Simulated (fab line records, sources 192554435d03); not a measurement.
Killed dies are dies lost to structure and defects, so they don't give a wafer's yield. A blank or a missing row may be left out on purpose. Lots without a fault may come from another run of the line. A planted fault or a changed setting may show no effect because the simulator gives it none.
Chamber matching | flow n5_finfet | N5_PMOS_HMC_CHANNEL_EPI_ETCH_38 on rie_si-05: 4 sister chambers
The step etches SiO2 in CF4, target depth 1.5 nm. 20 wafers are shown with their chamber, then 10 later ones without.

WAFERS WITH THEIR CHAMBER
wafer  | chamber | throttle_valve_pct (%) | drypump_motor_current_A (A) | oes_product_au (a.u.)
L075.1 | 2       | 22.04                  | 6.2                         | 0.979
L075.4 | 1       | 21.43                  | 5.7                         | 0.970
L075.5 | 2       | 22.04                  | 6.2                         | 0.984
L081.1 | 2       | 22.04                  | 6.2                         | 0.986
L081.3 | 3       | 21.57                  | 6.0                         | 0.988
L081.6 | 0       | 21.87                  | 5.9                         | 0.988
L083.3 | 0       | 21.86                  | 6.0                         | 0.984
L083.4 | 2       | 22.04                  | 6.2                         | 0.983
L083.5 | 3       | 21.58                  | 6.0                         | 0.981
L084.1 | 2       | 22.04                  | 6.2                         | 0.983
L084.2 | 0       | 21.86                  | 5.9                         | 0.998
L084.5 | 3       | 21.59                  | 6.0                         | 0.990
L088.1 | 1       | 21.44                  | 5.7                         | 0.968
L088.5 | 2       | 22.04                  | 6.2                         | 0.970
L088.6 | 3       | 21.57                  | 6.0                         | 0.990
L090.1 | 2       | 22.05                  | 6.2                         | 0.975
L090.2 | 1       | 21.43                  | 5.7                         | 0.983
L090.6 | 0       | 21.89                  | 5.9                         | 0.998
L091.4 | 3       | 21.58                  | 6.0                         | 0.987
L091.5 | 2       | 22.04                  | 6.2                         | 0.980

SIGNATURES (means of the wafers above)
reading                 | chamber 0 | chamber 1 | chamber 2 | chamber 3 | scatter within a chamber
throttle_valve_pct      | 21.8700   | 21.4333   | 22.0412   | 21.5780   | 0.00804
drypump_motor_current_A | 5.925     | 5.700     | 6.200     | 6.000     | 0.0217
oes_product_au          | 0.99200   | 0.97367   | 0.98000   | 0.98720   | 0.00579
Rule: a wafer's distance from a chamber is the root of the sum, over the readings, of the square of ((its reading less the chamber's mean) divided by the reading's scatter). The wafer belongs to the nearest chamber; if the next one is less than 2 further off, it can't be placed. The scatter: the root of (the sum of the squares of (reading less its chamber's mean) over the shown wafers, divided by (wafers less chambers)).

WAFERS WITHOUT THEIR CHAMBER
wafer  | throttle_valve_pct (%) | drypump_motor_current_A (A) | oes_product_au (a.u.)
L091.6 | 21.59                  | 6.0                         | 0.985
L092.1 | 21.59                  | 6.0                         | 0.979
L092.2 | 21.45                  | 5.7                         | 0.983
L092.4 | 22.04                  | 6.2                         | 0.988
L093.1 | 21.88                  | 5.9                         | 1.008
L093.3 | 22.06                  | 6.2                         | 0.987
L093.4 | 21.59                  | 6.0                         | 0.994
L097.1 | 21.88                  | 5.9                         | 1.005
L097.4 | 21.44                  | 5.7                         | 0.980
L097.6 | 21.58                  | 6.0                         | 0.973

WHICH CHAMBER EACH WENT THROUGH
wafer  | from the rows above | in truth
L091.6 | 3                   | 3
L092.1 | 3                   | 3
L092.2 | 1                   | 1
L092.4 | 2                   | 2
L093.1 | 0                   | 0
L093.3 | 2                   | 2
L093.4 | 3                   | 3
L097.1 | 0                   | 0
L097.4 | 1                   | 1
L097.6 | 3                   | 3
Placed correctly: 10 of 10. Can't be placed from these rows: 0. Placed wrongly: 0.
